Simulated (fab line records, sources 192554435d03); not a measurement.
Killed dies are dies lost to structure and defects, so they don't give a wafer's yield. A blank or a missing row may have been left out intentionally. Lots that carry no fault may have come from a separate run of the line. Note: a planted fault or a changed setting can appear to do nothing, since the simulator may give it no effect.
fab line records | flow n5_finfet
record lots=3 | wafers=9 | last_day=17
route steps=1938 shown BEOL_M11@1560 PASSIVATION@1936
lots untouched by any fault: they come from a run of this same line in which no faults occurred
start_h: hours from the record's first day to the start of the lot's first wafer shown | wait_h: time in hours since the lot's previous step | " as in the row above | L1.1+2: one row covering several wafers at once | - no value present, or no start provided | * or withheld: withheld | < > ~ a bound
route shown NAME@n: NAME is a module with steps in the file, n the number in the route of the first one | usual: mean/standard deviation of fault-free wafers | same: alike in all rows | chamber/n: place in a boat | sites: each site's reading | _std_site: the values' standard deviation | _edge_site: the outer-site mean with the inner-site mean subtracted | radius_mm: for every site, how far away it sits from the centre of the wafer | mask NAME#n: copy n | behind: the tool/chamber that last shaped the wafer | hold: why the lot was held/for how many hours/how that ended | device: the transistor (n, p or np) that didn't switch | end of line: tests run on the same wafers once the route is complete | where a step has no rows: the recipe by itself | killed: at the first sort, the dies lost to defects and structure; wafer yield is something else | map: dies across one wafer; x = killed, . = not, _ = none there
set.NAME: setting as actually run; set.NAME@STEP: the setting as run at that earlier step | model.NAME: the simulator's own value behind a step, which no gauge read
lots at selected steps of the route; one table per step, one row per wafer
services: a tool's chamber out of use, with start hour (start_h, from the record's first day; less than 0 if before it), hours out, and reason
## steps
# step N5_BEOL_M11_COAT_63
# recipe resist=SOC | temp_c=250 | time_s=60 | spin_rpm=1500 | resist_thk_nm=100
# step N5_BEOL_M11_COAT_64
# recipe resist=SiARC | temp_c=220 | time_s=60 | spin_rpm=1500 | resist_thk_nm=30
# step N5_BEOL_M11_COAT_22
# recipe resist=CAR-ArF | spin_rpm=1500 | resist_thk_nm=90
# step N5_BEOL_M11_EBR_24
# recipe solvent=PGMEA | ebr_width_mm=1.5
# step N5_BEOL_M11_SOFTBAKE_23
# recipe temp_c=110 | time_s=60 | resist=CAR-ArF
# step N5_BEOL_M11_EXPOSE_25
# recipe mask_id=V10 | na=1.35 | source_shape=annular | sigma_inner=0.5 | sigma_outer=0.8 | polarization=unpolarized | dose_mj=85.5
# step N5_BEOL_M11_PEB_26
# recipe peb_temp_c=withheld | peb_time_s=60 | resist=CAR-ArF
# step N5_BEOL_M11_DEVELOP_27
# recipe develop_time_s=30 | developer=TMAH | resist=CAR-ArF | rinse_liquid=diw | dry=air_spin | dev_temp_c=23
# step N5_BEOL_M11_DESCUM_33
# recipe chemistry=O2 | time_s=7.9 | source_power_w=50 | bias_power_w=20 | pressure_mtorr=20 | rf_frequency_hz=2.712e+07 | temp_c=40 | resist=CAR-ArF | o2_flow_sccm=225
# step N5_BEOL_M11_ETCH_65
# recipe chemistry=CF4 | target=SiARC | target_depth_a=390 | mask_material=CAR-ArF | time_s=65 | ion_energy_ev=80 | pressure_mtorr=40 | source_w=545 | bias_w=36 | Ar_flow_sccm=100 | cf4_flow_sccm=100 | ends=cleared
# usual chamber_pressure_mTorr=40.00/0.052 | drypump_motor_current_A=5.63/0.29 | etch_rf_on_time_s=64.9/1.3 | oes_product_au=0.65/0.059 | rf_vpp_V=183.3/1.4 | showerhead_plenum_p_Torr=2.07/0.092 | throttle_valve_pct=15.54/0.22
lot.wafer | tool        | chamber | start_h | wait_h | chamber_pressure_mTorr | drypump_motor_current_A | etch_rf_on_time_s | oes_product_au | rf_hours_counter_h | rf_vpp_V | showerhead_plenum_p_Torr | throttle_valve_pct
L422.1    | rie_diel-01 | 3       | 241.17  | 0.0    | 40.05                  | 5.54                    | 65.8              | 0.64           | 165                | 180.9    | 1.98                     | 15.83
L422.3    | "           | 0       | "       | "      | 40.01                  | 5.69                    | 62.5              | 0.70           | 98                 | 183.8    | 2.16                     | 15.27
L422.4    | "           | 2       | "       | "      | 39.99                  | 5.71                    | 63.6              | 0.67           | 139                | 184.6    | 2.14                     | 15.32
L425.2    | rie_diel-01 | 0       | 257.99  | 0.0    | 40.01                  | 5.66                    | 62.2              | 0.69           | 105                | 185.0    | 2.16                     | 15.31
L425.5    | "           | 0       | "       | "      | 39.96                  | 5.70                    | 62.2              | 0.68           | -                  | 183.4    | 2.16                     | 15.29
L425.6    | "           | 1       | "       | "      | 40.04                  | 5.96                    | 65.0              | 0.61           | -                  | 183.7    | 2.21                     | 15.48
L438.1    | rie_diel-04 | 3       | 344.87  | 0.0    | 39.98                  | 6.03                    | 66.0              | 0.62           | 181                | 182.3    | 2.05                     | 15.46
L438.3    | "           | 1       | "       | "      | 39.96                  | 5.11                    | 63.7              | 0.82           | 12                 | 186.9    | 2.28                     | 15.50
L438.6    | "           | 2       | "       | "      | 40.02                  | 5.83                    | 65.8              | 0.61           | -                  | 180.5    | 1.97                     | 15.62
# step N5_BEOL_M11_ETCH_66
# recipe chemistry=N2/H2 | target=SOC | target_depth_a=1200 | overetch_a=240 | mask_material=SiARC | temp_c=40 | time_s=180 | ion_energy_ev=200 | pressure_mtorr=30 | source_w=840 | bias_w=150 | n2_flow_sccm=200 | h2_flow_sccm=200
# step N5_BEOL_M11_STRIP_69
# recipe chemistry=N2/H2 | temp_c=40 | n2_flow_sccm=200 | h2_flow_sccm=200 | rf_frequency_hz=6e+07
# step N5_BEOL_M11_VIA_ETCH_34
# recipe chemistry=C4F6/O2 | target=SiCOH_lowk | target_depth_a=1845 | mask_material=SOC | taper_deg=4 | time_s=69.2 | ion_energy_ev=250 | pressure_mtorr=30 | source_w=345 | bias_w=185 | Ar_flow_sccm=300 | C4F6_flow_sccm=10 | O2_flow_sccm=10
# step N5_BEOL_M11_STRIP_73
# recipe chemistry=C4F6/O2 | resist=SiARC | rf_frequency_hz=6e+07
# step N5_BEOL_M11_STRIP_36
# recipe chemistry=N2/H2 | power_w=450 | temp_c=40 | pressure_mtorr=20 | rf_frequency_hz=6e+07 | overash_fraction=0.3 | bias_power_w=7 | h2_frac=0.5 | n2_flow_sccm=200 | h2_flow_sccm=200
# step N5_BEOL_M11_TRENCH_ETCH_37
# recipe chemistry=C4F6/O2 | target_depth_a=1488.3 | target=SiCOH_lowk | time_s=48 | ion_energy_ev=250 | pressure_mtorr=30 | source_w=345 | bias_w=185 | Ar_flow_sccm=300 | C4F6_flow_sccm=10 | O2_flow_sccm=10
# step N5_BEOL_M11_ETCH_41
# recipe chemistry=CH3F/O2 | target=SiCN | target_depth_a=426 | taper_deg=2 | time_s=86 | ion_energy_ev=120 | mask_material=TiN | pressure_mtorr=30 | source_w=395 | bias_w=75 | Ar_flow_sccm=150 | CH3F_flow_sccm=30 | O2_flow_sccm=20
# step N5_BEOL_M11_STRIP_77
# recipe chemistry=N2/H2 | time_s=10 | power_w=450 | temp_c=40 | pressure_mtorr=20 | rf_frequency_hz=6e+07 | bias_power_w=7 | n2_flow_sccm=200 | h2_flow_sccm=200
# step N5_BEOL_M11_HM_STRIP_39
# recipe chemistry=peroxide_tin_strip | material=TiN | target_depth_a=250 | temp_c=50 | time_s=158
# step N5_BEOL_M11_SRD_40
# recipe time_s=30 | temp_c=23 | rinse_liquid=diw | dry=ipa_marangoni
# step N5_BEOL_M11_PRECLEAN_42
# recipe chemistry=residue_remover | time_s=60 | temp_c=40
# step N5_BEOL_M11_SRD_43
# recipe time_s=30 | temp_c=23 | rinse_liquid=diw | dry=ipa_marangoni
# step N5_BEOL_M11_CURE_72
# recipe temp_c=370 | time_s=120 | ambient=DMADMS/He | material=SiCOH_lowk
# step N5_BEOL_M11_DEGAS_44
# recipe ambient=vacuum | temp_c=250 | time_s=60
# step N5_BEOL_M11_PRE_CLEAN_45
# recipe gas=H2/He | time_s=30 | temp_c=250
# step N5_BEOL_M11_ALD_74
# recipe material=TaN | target_thk_a=20 | temp_c=275 | ald_precursor_family=PDMAT | ald_co_reactant=NH3 | pressure_torr=3 | carrier_flow_sccm=1500 | pulse_time_s=2 | purge_time_s=3 | co_reactant_purge_time_s=2 | co_reactant_pulse_time_s=3 | ald_cycles=40 | precursor_vessel_temp_c=75 | precursor_vessel_pressure_torr=26.25 | precursor_vessel_carrier_sccm=1000
# step N5_BEOL_M11_SURFACE_TREAT_76
# recipe gas=Ar | time_s=* | ion_energy_ev=* | ion_current_ma_cm2=0.5 | pressure_mtorr=* | ar_flow_sccm=30
# step N5_BEOL_M11_CVD_75
# recipe material=Co | target_thk_a=20 | temp_c=withheld | precursor=CCTBA/H2 | pressure_torr=30 | time_s=138.9
# step N5_BEOL_M11_SPUTTER_48
# recipe material=Cu | target_thk_a=120 | temp_c=-20 | bias_v=60 | power_w=26000 | chamber_pressure_pa=0.13 | time_s=2
# step N5_BEOL_M11_ECD_50
# recipe material=Cu | target_thk_a=3180
# step N5_BEOL_M11_ANNEAL_51
# recipe temp_c=225 | time_s=90 | ambient=N2
# step N5_BEOL_M11_CMP_52
# recipe stop_on=SiCOH_lowk | t_overpolish_s=7 | down_force_psi=1 | platen_rpm=50 | clearing_platen_down_force_psi=1.5 | clearing_platen_rpm=50 | post_cmp_clean=cu_alkaline | target_thk_nm=140 | clearing_platen_pad_velocity_m_s=0.99484 | pad_velocity_m_s=0.99484
# step N5_BEOL_M11_PRE_CLEAN_55
# recipe gas=NH3 | time_s=15 | temp_c=withheld | rf_power_w=300
# step N5_BEOL_M11_DEP_56
# recipe material=SiCN | target_thk_a=300 | temp_c=withheld | precursor=3MS/NH3 | pressure_torr=3 | rf_w=675 | time_s=10.5
# step N5_PASSIVATION_PROBE_49
# usual defect_limited_yield=91.1/1.5 | killed_at_M0_to_M3=36/11 | killed_at_M4_up=13/5 | killed_at_contacts=13/5 | killed_at_front_end=40/12 | killed_at_other=3.3/2.3 | killed_dies=106/17 | killed_open=70/13 | killed_short=34/7.6 | sort_bin_5_function=5.3/0.96 | sort_bin_6_memory=3.3/0.66 | sort_n_pass=1074/17 | sort_yield_pct=91.1/1.5
# same gross_dies=1180 | killed_at_back_side=0 | sort_bin_4_leakage[%]=0 | sort_bin_8_speed[%]=0
lot.wafer | tool      | chamber | start_h | wait_h | defect_limited_yield[%] | killed_at_M0_to_M3 | killed_at_M4_up | killed_at_contacts | killed_at_front_end | killed_at_other | killed_dies | killed_open | killed_short | sort_bin_5_function[%] | sort_bin_6_memory[%] | sort_n_pass | sort_yield_pct[%]
L425.2    | prober-01 | -       | 299.57  | 0.1    | 83.6                    | 52                 | 101             | 13                 | 20                  | 7               | 193         | 70          | 37           | 10.1                   | 4.4                  | 987         | 83.6
L425.5    | prober-01 | -       | 299.72  | 0.2    | 83.8                    | 41                 | 109             | 14                 | 22                  | 5               | 191         | 68          | 32           | 10.7                   | 4.2                  | 989         | 83.8
# killed by level:class
L425.2 BEOL_M11:unspecified=86 BEOL_M0_SAQP:geometric_particle:short=17 BEOL_M0_SAQP:geometric_particle:open=16 MOL_CONTACT_COAG:geometric_particle:open=12 BEOL_M3:geometric_particle:open=11 BEOL_M4:geometric_particle:open=6 STI_FIN_REVEAL:geometric_particle:open=4 BEOL_M2:geometric_particle:open=4
L425.5 BEOL_M11:unspecified=91 BEOL_M2:geometric_particle:open=11 MOL_CONTACT_COAG:geometric_particle:open=10 BEOL_M0_SAQP:geometric_particle:short=9 BEOL_M0_SAQP:geometric_particle:open=8 BEOL_M4:geometric_particle:open=8 FIN_SAQP:geometric_particle:open=7 FIN_SAQP:geometric_particle:short=6
# map L425.2 (x killed, . not)
_________________x.........x.________________
______________.......x....x....._____________
___________...x....................__________
__________....................x....._________
________..........x.......x..........._______
_______......xx..........x....x....x...______
______......x..........x.......x........_____
_____..x....x.............x.....x.x.x....____
____...x............x.x....x.....x.x......___
___....x.....x....x..............x.........__
___....x..........x.x....x...............x.__
__...x...x..x.x..x...................x......_
__.............x.......................x...._
_x........xxx.......x........x...............
_..x..............x...x.......x........x...x.
_.........x................x.................
_....x....................................x..
_.......x.x..x.....x......x.........x........
_..................x......x..........x.......
_............x...x...x.xx...........x........
_.....x..x....x..xxx..x.x....................
__.......x...x..xxxxxx.....x................_
__.........x.xxxxxxxxxxxx............x.....x_
___........xxxxxxxxxxxxxx......x....x.x..x.__
___......x.xx.xxxxxxxxxx...................__
____..x.....xxxxxxxxxxxxx...x.......x.....___
_____......x...xxxx.xxxx...x.x.......x..x____
______..x......xxx.xxx.x................_____
_______............x.x..........x......______
________....x.x.xxx..x..........x....._______
__________..............x..x........_________
___________........................__________
______________.....xx.x........x_____________
_________________.......x....________________
# map L422.1 (x killed, . not)
_________________x.......x...________________
______________..x..........xx..x_____________
___________.x...................x..__________
__________..xx.......x.x............_________
________.x....x..................x...x_______
_______.x.x....x...........x...........______
______.........................x........_____
_____............................xx......____
____.................x.......x....x......x___
___..x..x............x.x.....x.......x.....__
___......xx..x.........x.......x...........__
__.........................x....x........x.._
__..x.......x.....x..............x.x........_
_.x....x..x..........x..x....................
_.........x.x...x............x.....x.........
_.....xx.x..x.......x.......................x
_........x..x......x........................x
_...xx..xxx.......x.................x........
_........x...........x...........x........x..
_......x....x....x....................x..x..x
_......x..........x......x.......x...........
__.x..x...........x......x.....x............_
__.x....x..........x........................_
___..x...................x...x..x.........x__
___...........x.......x......x..x..........__
____x...............x...x...x............x___
_____...x.x.....x......x...........x.....____
______.....x...............x............_____
_______...xx......x....................______
________x........x..xx............x.x._______
__________..x................x......_________
___________...........x............__________
______________..xxx.....x......x_____________
_________________............________________
## services
tool        | chamber | start_h | hours | kind
rie_diel-01 | 3       | 230.17  | 3.4   | repair
rie_diel-04 | 0       | 234.21  | -     | clean
rie_diel-04 | 0       | 234.21  | -     | consumable_replace:focus_ring
rie_diel-04 | 0       | 234.21  | 20.6  | scheduled_down
rie_diel-04 | 0       | 234.21  | 20.6  | vent_cycle
rie_diel-04 | -       | 254.83  | 0.1   | repair
rie_diel-01 | 2       | 256.39  | 8.1   | repair
rie_diel-01 | 1       | 260.87  | 12.6  | repair
rie_diel-04 | 1       | 281.16  | -     | clean
rie_diel-04 | 1       | 281.16  | -     | consumable_replace:focus_ring
rie_diel-04 | 1       | 281.16  | -     | consumable_replace:showerhead
rie_diel-04 | 1       | 281.16  | 22.7  | scheduled_down
rie_diel-04 | 1       | 281.16  | 22.7  | vent_cycle
## key
first_sign step=N5_PASSIVATION_PROBE_49 | reading=killed_at_M4_up | direction=up | sigmas=18 | usual=13 | struck=105
effect step=N5_PASSIVATION_PROBE_49 | reading=killed_dies | direction=up | sigmas=5 | usual=106 | struck=192
more_kills_born_at N5_BEOL_M11_ETCH_65@rie_diel-01=177
met_at N5_BEOL_M11_ETCH_65
struck_wafers L425.2,L425.5
onset_between 241.17 257.99
fault kind=chamber_particle_source | tool=rie_diel-01 | chamber=0 | onset_h=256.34 | steps=N5_BEOL_M11_ETCH_65 | rate_per_visit_cm2=0.39748 | end_h=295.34
